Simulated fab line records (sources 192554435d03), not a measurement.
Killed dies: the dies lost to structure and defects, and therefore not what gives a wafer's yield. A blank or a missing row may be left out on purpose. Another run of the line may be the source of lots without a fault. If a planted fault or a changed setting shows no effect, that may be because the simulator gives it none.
Which of the tools did it?    flow n5Finfet    24 lots with 72 wafers sampled at 5 steps, on a route of 1938 steps

## WHAT THE GAUGES READ, wafer by wafer
N5_BEOL_M5_CD_MEAS_28: target cd 30.6 nm, target cd y 20 nm. Usual: cdNm reads 30.65 nm (standard deviation 0.24).
lot   measured      on        cdNm (nm)          flag
L074  day 8 06:34   cdSem-02  30.81 30.90 30.73  
L075  day 8 12:55   cdSem-02  30.75 30.19 29.96  
L076  day 8 15:16   cdSem-03  30.91 30.75 30.51  
L077  day 8 21:23   cdSem-03  31.26 30.87 30.88  
L078  day 9 04:43   cdSem-03  30.41 30.96 30.44  
L079  day 9 08:09   cdSem-02  30.32 30.42 30.81  
L080  day 9 11:29   cdSem-03  30.62 30.63 30.40  
L081  day 9 21:04   cdSem-02  30.95 30.77 30.37  
L082  day 10 05:02  cdSem-01  30.73 30.49 30.37  
L083  day 10 08:53  cdSem-01  30.65 30.36 30.91  
L084  day 10 14:48  cdSem-01  30.68 30.51 30.88  
L085  day 10 21:58  cdSem-02  30.49 30.63 30.92  
L086  day 11 00:25  cdSem-02  30.48 30.78 30.46  
L087  day 11 14:59  cdSem-01  30.71 30.99 31.12  
L090  day 12 00:11  cdSem-03  30.58 30.95 30.68  
L088  day 12 05:02  cdSem-02  30.82 30.52 30.67  
L089  day 12 05:13  cdSem-02  30.75 30.77 30.36  
L091  day 12 05:16  cdSem-03  30.68 31.13 31.00  
L092  day 12 19:26  cdSem-02  30.69 30.54 30.65  
L093  day 12 21:49  cdSem-02  30.57 30.83 30.54  
L094  day 13 03:47  cdSem-01  30.29 30.55 30.55  
L095  day 13 11:34  cdSem-02  30.34 30.57 30.75  
L096  day 14 04:04  cdSem-03  30.78 30.63 30.70  
L097  day 14 10:22  cdSem-03  30.80 31.11 30.66  

N5_BEOL_M5_INSPECT_58: inspects for defects (darkfield). Usual: rawDefectCount reads 63 (standard deviation 22).
lot   measured      on                rawDefectCount  flag
L074  day 8 13:59   defectInspect-02  97 59 104       
L075  day 8 21:14   defectInspect-02  59 67 84        
L076  day 8 23:27   defectInspect-02  80 79 97        
L077  day 9 06:08   defectInspect-01  67 57 47        
L078  day 9 12:33   defectInspect-01  71 53 44        
L079  day 9 15:47   defectInspect-01  47 48 36        
L080  day 9 20:21   defectInspect-01  45 28 50        
L081  day 10 05:01  defectInspect-02  65 46 45        
L082  day 10 12:30  defectInspect-01  48 58 53        
L083  day 10 16:20  defectInspect-02  59 44 63        
L084  day 10 23:49  defectInspect-02  33 35 56        
L085  day 11 06:23  defectInspect-02  45 52 55        
L086  day 11 07:38  defectInspect-02  39 61 51        
L087  day 11 22:42  defectInspect-02  109 104 86      
L090  day 12 07:35  defectInspect-02  53 79 50        
L088  day 12 12:49  defectInspect-01  55 60 53        
L089  day 12 13:00  defectInspect-01  57 41 33        
L091  day 12 15:16  defectInspect-02  41 51 62        
L092  day 13 05:08  defectInspect-02  62 93 105       
L093  day 13 06:22  defectInspect-02  55 52 42        
L094  day 13 13:08  defectInspect-02  37 34 45        
L095  day 13 19:35  defectInspect-02  91 50 57        
L096  day 14 11:17  defectInspect-01  70 72 74        
L097  day 14 18:02  defectInspect-02  121 82 109      

N5_BEOL_M6_THK_MEAS_01. Usual: for M6_ILD_THK the level is 156.0 nm and the standard deviation is 2.2.
lot   measured      on            M6_ILD_THK (nm)    flag
L074  day 8 14:37   filmMetro-01  156.0 159.5 159.4  
L075  day 8 21:51   filmMetro-01  153.9 154.3 155.5  
L076  day 9 00:04   filmMetro-02  157.5 157.7 158.3  
L077  day 9 06:45   filmMetro-02  155.3 155.6 158.5  
L078  day 9 13:10   filmMetro-02  155.0 157.9 158.4  
L079  day 9 16:23   filmMetro-01  152.3 151.3 154.1  
L080  day 9 20:58   filmMetro-01  152.1 155.7 156.3  
L081  day 10 05:47  filmMetro-01  151.9 152.7 153.4  
L082  day 10 13:07  filmMetro-02  153.6 154.5 154.8  
L083  day 10 16:57  filmMetro-02  154.0 155.7 155.8  
L084  day 11 00:26  filmMetro-02  156.2 157.1 161.4  
L085  day 11 07:00  filmMetro-01  156.5 157.5 158.1  
L086  day 11 08:44  filmMetro-02  159.1 154.6 157.6  
L087  day 11 23:32  filmMetro-02  156.8 156.4 159.4  
L090  day 12 08:13  filmMetro-02  152.3 150.9 155.0  
L088  day 12 13:26  filmMetro-01  154.9 154.5 155.2  
L089  day 12 13:37  filmMetro-02  152.8 159.3 157.3  
L091  day 12 15:53  filmMetro-01  156.3 155.7 160.0  
L092  day 13 06:29  filmMetro-01  153.4 152.8 156.0  
L093  day 13 08:37  filmMetro-02  156.3 158.6 153.7  
L094  day 13 13:45  filmMetro-01  154.2 157.1 157.4  
L095  day 13 20:13  filmMetro-01  156.9 153.9 158.7  
L096  day 14 12:10  filmMetro-02  154.6 157.9 155.7  
L097  day 14 18:39  filmMetro-02  156.9 156.1 158.8  

## WHAT TOOL EACH LOT RAN ON (gives the tool, then ch and the chambers of the sampled wafers, and finally the start)
lot   N5_BEOL_M5_ANNEAL_82         N5_BEOL_M6_CURE_74
L074  pvdSputter-02, day 8 09:44   uvCure-02 ch 1, day 8 14:05
L075  pvdSputter-02, day 8 16:55   uvCure-03 ch 0, day 8 21:34
L076  pvdSputter-01, day 8 18:40   uvCure-01 ch 0, day 8 23:38
L077  pvdSputter-01, day 9 01:52   uvCure-03 ch 0, day 9 06:14
L078  pvdSputter-03, day 9 08:17   uvCure-02 ch 0, day 9 12:39
L079  pvdSputter-01, day 9 11:31   uvCure-03 ch 1, day 9 15:53
L080  pvdSputter-01, day 9 16:04   uvCure-01 ch 2, day 9 20:37
L081  pvdSputter-02, day 10 00:41  uvCure-03 ch 2, day 10 05:21
L082  pvdSputter-03, day 10 08:14  uvCure-01 ch 1, day 10 12:46
L083  pvdSputter-01, day 10 12:04  uvCure-03 ch 0, day 10 16:31
L084  pvdSputter-03, day 10 19:33  uvCure-03 ch 2, day 10 23:59
L085  pvdSputter-02, day 11 02:07  uvCure-03 ch 1, day 11 06:34
L086  pvdSputter-03, day 11 03:20  uvCure-02 ch 0, day 11 07:44
L087  pvdSputter-03, day 11 18:07  uvCure-03 ch 2, day 11 23:02
L090  pvdSputter-01, day 12 03:20  uvCure-02 ch 1, day 12 07:46
L088  pvdSputter-03, day 12 08:31  uvCure-02 ch 2, day 12 12:56
L089  pvdSputter-02, day 12 08:41  uvCure-01 ch 2, day 12 13:07
L091  pvdSputter-01, day 12 10:58  uvCure-01 ch 2, day 12 15:26
L092  pvdSputter-03, day 12 22:34  uvCure-02 ch 1, day 13 05:58
L093  pvdSputter-02, day 13 01:22  uvCure-03 ch 2, day 13 07:56
L094  pvdSputter-02, day 13 08:52  uvCure-03 ch 1, day 13 13:14
L095  pvdSputter-01, day 13 15:20  uvCure-01 ch 0, day 13 19:47
L096  pvdSputter-02, day 14 07:01  uvCure-03 ch 2, day 14 11:43
L097  pvdSputter-02, day 14 13:46  uvCure-03 ch 1, day 14 18:18
- N5_BEOL_M5_ANNEAL_82: time 1800 s.
- N5_BEOL_M6_CURE_74: cures SiCOH lowk, time 240 s.

## WHAT THE TOOLS THEMSELVES READ (means of the sampled wafers that have a number; where no wafer has one, the mark that the record gives instead)
N5_BEOL_M5_ANNEAL_82. Usual: heaterPowerW reads 847 W (standard deviation 71).
lot   tool           heaterPowerW (W)  flag
L074  pvdSputter-02  858               
L075  pvdSputter-02  971               
L076  pvdSputter-01  807               
L077  pvdSputter-01  802               
L078  pvdSputter-03  844               
L079  pvdSputter-01  795               
L080  pvdSputter-01  809               
L081  pvdSputter-02  984               
L082  pvdSputter-03  830               
L083  pvdSputter-01  790               
L084  pvdSputter-03  832               
L085  pvdSputter-02  858               
L086  pvdSputter-03  818               
L087  pvdSputter-03  857               
L090  pvdSputter-01  812               
L088  pvdSputter-03  817               
L089  pvdSputter-02  916               
L091  pvdSputter-01  798               
L092  pvdSputter-03  834               
L093  pvdSputter-02  927               
L094  pvdSputter-02  864               
L095  pvdSputter-01  809               
L096  pvdSputter-02  845               
L097  pvdSputter-02  835               

N5_BEOL_M6_CURE_74. Usual: lampPowerPct 52.31 %, standard deviation 0.053; wafer_temp_C_max 386.6, standard deviation 0.62.
lot   tool       lampPowerPct (%)  wafer_temp_C_max  flag
L074  uvCure-02  52.32             387.9             
L075  uvCure-03  52.32             385.9             
L076  uvCure-01  52.34             387.3             
L077  uvCure-03  52.32             386.4             
L078  uvCure-02  52.31             386.5             
L079  uvCure-03  52.27             386.0             
L080  uvCure-01  52.25             386.2             
L081  uvCure-03  52.30             387.0             
L082  uvCure-01  52.32             386.7             
L083  uvCure-03  52.32             386.7             
L084  uvCure-03  52.33             386.7             
L085  uvCure-03  52.29             385.8             
L086  uvCure-02  52.30             386.1             
L087  uvCure-03  52.35             386.8             
L090  uvCure-02  52.33             387.4             
L088  uvCure-02  52.28             386.6             
L089  uvCure-01  52.33             386.3             
L091  uvCure-01  52.30             386.0             
L092  uvCure-02  52.31             387.2             
L093  uvCure-03  52.32             387.1             
L094  uvCure-03  52.30             386.0             
L095  uvCure-01  52.30             387.8             
L096  uvCure-03  52.28             386.7             
L097  uvCure-03  52.32             385.9             

## THE ANSWER, worked out from the rows above alone
Rule: a lot is off if the mean of its wafers that have a number lies more than 3 standard deviations from the usual mean. Also off: a lot with no number at a reading for which 4 or more lots have one. Where the step has rows for the other lots, those lots are counted as sound. After the gauges, taken in route order, come the tools' own readings; for these a lot's mean is taken, as printed above. The first step at which some lot is off is used, and at that step the reading that is off furthest; a lot without a number counts as furthest.
No lot is off at any reading shown: from this, nothing can be told.

## WHAT HAD BEEN PUT IN BY THE SIMULATOR
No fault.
